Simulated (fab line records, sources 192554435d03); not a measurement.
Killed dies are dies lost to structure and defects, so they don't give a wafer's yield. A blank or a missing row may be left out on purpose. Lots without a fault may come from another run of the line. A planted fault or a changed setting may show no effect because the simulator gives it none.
Chamber matching | flow n5_finfet | N5_STI_FIN_REVEAL_ALD_00 on ald_sin-01: 4 sister chambers
The step deposits SiO2, target thk 1 nm, pulse time 1 s. 8 wafers are shown with their chamber, then 7 later ones without.

WAFERS WITH THEIR CHAMBER
wafer  | chamber | heater_power_w (W) | precursor_pulse_height_rel
L083.1 | 3       | 450                | 1.020
L083.5 | 1       | 495                | 0.986
L083.6 | 0       | 537                | 0.988
L089.1 | 0       | 521                | 1.002
L089.3 | 2       | 447                | 0.991
L089.4 | 3       | 423                | 0.955
L091.3 | 2       | 462                | 0.970
L091.5 | 1       | 485                | 0.983

WAFERS WITHOUT THEIR CHAMBER
wafer  | heater_power_w (W) | precursor_pulse_height_rel
L091.6 | 534                | 1.027
L094.1 | 438                | 0.990
L094.5 | 465                | 1.016
L094.6 | 488                | 1.032
L096.1 | 447                | 0.989
L096.3 | 472                | 1.025
L096.5 | 459                | 0.981

WHICH CHAMBER EACH WENT THROUGH
wafer  | from the rows above          | in truth
L091.6 | 0                            | 0
L094.1 | can't be placed: 3 or 2      | 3
L094.5 | can't be placed: 2 or 1 or 3 | 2
L094.6 | can't be placed: 1 or 2 or 0 | 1
L096.1 | can't be placed: 2 or 3      | 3
L096.3 | can't be placed: 1 or 2 or 3 | 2
L096.5 | can't be placed: 2 or 3      | 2
Placed correctly: 1 of 7. Can't be placed from these rows: 6 (the true chamber is among the candidates in 6). Placed wrongly: 0.
How it was worked out, from the rows above alone: a wafer's distance from a chamber is the root of the sum, over the readings, of the square of ((its reading less the chamber's mean) divided by the reading's scatter). The wafer belongs to the nearest chamber; if the next one is less than 2 further off, it can't be placed. A chamber's mean is the mean of its shown wafers. The scatter: the root of (the sum of the squares of (reading less its chamber's mean) over the shown wafers, divided by (wafers less chambers)).
